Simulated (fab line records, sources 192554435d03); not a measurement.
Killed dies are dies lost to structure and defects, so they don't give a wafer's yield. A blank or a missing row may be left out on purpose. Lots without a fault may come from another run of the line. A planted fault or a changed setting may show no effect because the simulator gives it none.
Which tool did it? | flow n5_finfet | 10 lots, 27 wafers sampled, at 5 steps of a route of 1938

WHAT THE GAUGES READ, wafer by wafer
N5_MOL_CONTACT_COAG_CD_MEAS_08: target cd 28 nm.
lot  | measured     | on        | cd_nm (nm)
L828 | day 5 00:20  | cd_sem-02 | 27.67 27.59 27.85
L829 | day 5 06:26  | cd_sem-01 | 28.08 28.08 28.26
L832 | day 5 17:38  | cd_sem-02 | 28.03 27.67 28.18
L833 | day 6 01:13  | cd_sem-03 | 28.32 28.13 28.09
L839 | day 7 18:33  | cd_sem-02 | 28.04 27.98 27.90
L840 | day 7 21:38  | cd_sem-03 | 27.76 28.30 27.70
L846 | day 9 08:22  | cd_sem-03 | 28.38 27.88
L848 | day 9 17:22  | cd_sem-01 | 27.82 27.87
L849 | day 9 20:45  | cd_sem-01 | 27.73 28.24
L851 | day 10 10:26 | cd_sem-03 | 27.97 28.31 27.97

N5_MOL_CONTACT_COAG_INSPECT_57: inspects for defects (brightfield).
lot  | measured     | on                | raw_defect_count
L828 | day 5 11:01  | defect_inspect-01 | 219 361 292
L829 | day 5 15:51  | defect_inspect-01 | 223 299 222
L832 | day 6 03:13  | defect_inspect-02 | 193 257 229
L833 | day 6 09:33  | defect_inspect-02 | 215 118 172
L839 | day 8 04:25  | defect_inspect-02 | 178 232 208
L840 | day 8 07:02  | defect_inspect-02 | 242 184 148
L846 | day 9 19:58  | defect_inspect-02 | 246 292
L848 | day 10 03:08 | defect_inspect-02 | 154 133
L849 | day 10 05:28 | defect_inspect-01 | 221 146
L851 | day 10 21:55 | defect_inspect-02 | 318 291 301

N5_BEOL_M4_RC_MEAS_101.
lot  | measured     | on        | DIBL_N (mV/V)  | DIBL_P (mV/V)  | IOFF_N (nA/um) | IOFF_P (nA/um) | ION_N (uA/um) | ION_P (uA/um) | SS_N (mV/dec)  | SS_P (mV/dec)  | VT_N (mV)   | VT_P (mV)
L828 | day 8 01:31  | prober-01 | 35.5 36.4 35.7 | 35.5 36.6 34.9 | 0.14 0.15 0.14 | 0.18 0.20 0.18 | 657 674 666   | 448 464 456   | 71.7 71.3 70.9 | 72.8 73.2 73.1 | 253 254 250 | -254 -251 -251
L829 | day 9 00:19  | prober-02 | 37.7 36.5 36.5 | 37.5 35.6 36.0 | 0.18 0.16 0.16 | 0.22 0.19 0.19 | 674 666 676   | 463 456 453   | 71.6 71.3 71.7 | 73.8 73.2 73.5 | 250 250 250 | -249 -252 -252
L832 | day 9 03:32  | prober-02 | 37.5 40.4 37.1 | 38.3 42.5 38.5 | 0.17 0.24 0.16 | 0.21 0.28 0.21 | 668 691 678   | 460 463 461   | 71.6 72.7 72.3 | 73.6 75.5 73.6 | 250 242 250 | -252 -248 -251
L833 | day 9 05:38  | prober-02 | 38.0 35.7 37.3 | 40.4 36.3 39.3 | 0.20 0.16 0.18 | 0.27 0.20 0.26 | 687 670 671   | 469 464 463   | 72.1 71.7 72.3 | 73.6 72.8 73.7 | 244 248 248 | -246 -251 -248
L839 | day 10 15:55 | prober-01 | 36.1 34.8 35.1 | 35.3 34.0 34.4 | 0.15 0.13 0.14 | 0.22 0.19 0.19 | 668 656 665   | 466 457 459   | 71.4 70.9 71.9 | 72.6 71.8 72.7 | 250 253 252 | -246 -252 -249
L840 | day 11 00:52 | prober-01 | 37.7 34.9 36.2 | 38.5 36.7 37.5 | 0.19 0.14 0.16 | 0.26 0.21 0.23 | 688 677 677   | 475 466 461   | 72.3 70.8 72.2 | 73.5 73.7 72.3 | 248 253 248 | -245 -249 -246
L846 | day 12 15:35 | prober-02 | 34.8 37.2      | 33.6 35.8      | 0.14 0.18      | 0.24 0.26      | 667 681       | 467 471       | 70.8 71.3      | 72.1 73.8      | 248 247     | -245 -245
L848 | day 13 01:27 | prober-01 | 35.4 35.2      | 37.3 37.1      | 0.16 0.15      | 0.21 0.21      | 681 682       | 464 461       | 71.1 71.0      | 73.6 73.0      | 248 250     | -250 -249
L849 | day 13 05:02 | prober-02 | 33.9 32.0      | 32.4 30.8      | 0.11 0.10      | 0.16 0.14      | 653 651       | 450 452       | 71.3 69.8      | 72.7 72.5      | 255 255     | -253 -255
L851 | day 14 00:20 | prober-01 | 39.1 37.7 39.5 | 38.5 37.1 39.5 | 0.18 0.16 0.19 | 0.23 0.22 0.26 | 663 659 681   | 460 458 467   | 71.9 72.1 72.8 | 74.1 73.7 73.8 | 251 252 251 | -249 -248 -247

WHICH TOOL RAN EACH LOT (tool, then ch and the chambers of the sampled wafers, then the start)
lot  | N5_MOL_CONTACT_COAG_ETCH_105       | N5_MOL_CONTACT_COAG_ALD_27
L828 | rie_diel-04 ch 0,2,3, day 5 00:52  | ald_sin-02 ch 0,2,3, day 5 08:04
L829 | rie_diel-05 ch 1,3, day 5 06:37    | ald_sin-02 ch 0,3, day 5 13:01
L832 | rie_diel-05 ch 1,3, day 5 17:59    | ald_sin-01 ch 1,2,3, day 6 00:16
L833 | rie_diel-02 ch 0,2,3, day 6 01:23  | ald_sin-02 ch 0,2,3, day 6 06:43
L839 | rie_diel-02 ch 2,3, day 7 18:44    | ald_sin-02 ch 0,1,3, day 8 01:28
L840 | rie_diel-05 ch 1,2,3, day 7 21:49  | ald_sin-02 ch 1,2,3, day 8 03:54
L846 | rie_diel-05 ch 0,1, day 9 08:47    | ald_sin-02 ch 0,2, day 9 16:17
L848 | rie_diel-05 ch 1, day 9 17:32      | ald_sin-02 ch 0, day 10 00:18
L849 | rie_diel-05 ch 0,3, day 9 21:22    | ald_sin-02 ch 1,3, day 10 02:20
L851 | rie_diel-02 ch 0,1,2, day 10 11:40 | ald_sin-01 ch 0,3, day 10 19:05
- N5_MOL_CONTACT_COAG_ETCH_105: etches SiARC in CF4, target depth 15.6 nm, time 26 s.
- N5_MOL_CONTACT_COAG_ALD_27: deposits SiOC, target thk 17 nm, pulse time 1.5 s, time 2720 s.

WHAT THE TOOLS THEMSELVES READ (means of the sampled wafers that have a number; where no wafer has one, the mark that the record gives instead)
N5_MOL_CONTACT_COAG_ETCH_105.
lot  | tool        | drypump_motor_current_A (A) | etch_rf_on_time_s (s) | mfc_ar_sccm (sccm) | oes_product_au (a.u.) | rf_vpp_V (V) | showerhead_plenum_p_Torr (Torr) | throttle_valve_pct (%)
L828 | rie_diel-04 | 5.4                         | 26.7                  | 100.4              | 0.67                  | 182.6        | 2.07                            | 15.59
L829 | rie_diel-05 | 5.6                         | 27.0                  | 99.9               | 0.60                  | 183.0        | 2.04                            | 15.82
L832 | rie_diel-05 | 5.6                         | 26.6                  | 99.5               | 0.60                  | 182.6        | 2.04                            | 15.83
L833 | rie_diel-02 | 5.6                         | 26.1                  | 99.8               | 0.68                  | 184.3        | 2.16                            | 15.64
L839 | rie_diel-02 | 5.5                         | 25.8                  | 100.4              | 0.72                  | 185.1        | 2.20                            | 15.62
L840 | rie_diel-05 | 5.7                         | 26.7                  | 100.0              | 0.67                  | 184.0        | 2.18                            | 15.58
L846 | rie_diel-05 | 5.2                         | 26.4                  | 99.5               | 0.65                  | 183.3        | 2.10                            | 15.54
L848 | rie_diel-05 | 5.5                         | 26.6                  | 100.0              | 0.62                  | 182.1        | 2.05                            | 15.80
L849 | rie_diel-05 | 5.3                         | 26.0                  | 100.4              | 0.71                  | 184.6        | 2.21                            | 15.36
L851 | rie_diel-02 | 5.5                         | 26.3                  | 100.2              | 0.64                  | 183.9        | 2.14                            | 15.63

N5_MOL_CONTACT_COAG_ALD_27.
lot  | tool       | heater_power_w (W) | precursor_pulse_height_rel | run_length_s (s)
L828 | ald_sin-02 | 803                | 0.995                      | 2769.7
L829 | ald_sin-02 | 832                | 1.001                      | 2770.0
L832 | ald_sin-01 | 929                | 0.983                      | 2769.6
L833 | ald_sin-02 | 785                | 1.000                      | 2769.8
L839 | ald_sin-02 | 815                | 1.012                      | 2769.8
L840 | ald_sin-02 | 764                | 0.977                      | 2769.5
L846 | ald_sin-02 | 793                | 1.006                      | 3594.0
L848 | ald_sin-02 | 903                | 1.004                      | 3593.9
L849 | ald_sin-02 | 785                | 1.025                      | 4417.5
L851 | ald_sin-01 | 786                | 1.008                      | 2769.9

THE ANSWER, worked out from the rows above alone
Rule: what is usual is taken from the lots themselves. Put in order of their means at a reading, lots are off if they are a third of the lots or fewer, leave a main group of 4 or more, and stand apart from it by a gap of 3 or more times the standard deviation of the main group's means; of several such gaps the widest counts. A main group whose means are all the same, to the digits that the tables above print for the reading, isn't used. A lot without any number at a reading at which 4 lots or more have one is off too. The other lots that the step has rows for count as sound. The gauges are gone through in route order, then the tools' own readings, and for those a lot's mean is taken as printed above. The first step at which some lot is off is used, and at that step the reading that is off furthest; a lot without a number counts as furthest.
Off: L846, L848, L849, at N5_MOL_CONTACT_COAG_ALD_27 (run_length_s). The main group: mean 2769.8 s, standard deviation 0.16.
A tool fits if, at that step or a process step before it, it ran every lot that is off, and no sound lot after the first of them. Can't be told from this: 2 tools fit, rie_diel-05 at N5_MOL_CONTACT_COAG_ETCH_105, ald_sin-02 at N5_MOL_CONTACT_COAG_ALD_27.

WHAT THE SIMULATOR HAD PUT IN
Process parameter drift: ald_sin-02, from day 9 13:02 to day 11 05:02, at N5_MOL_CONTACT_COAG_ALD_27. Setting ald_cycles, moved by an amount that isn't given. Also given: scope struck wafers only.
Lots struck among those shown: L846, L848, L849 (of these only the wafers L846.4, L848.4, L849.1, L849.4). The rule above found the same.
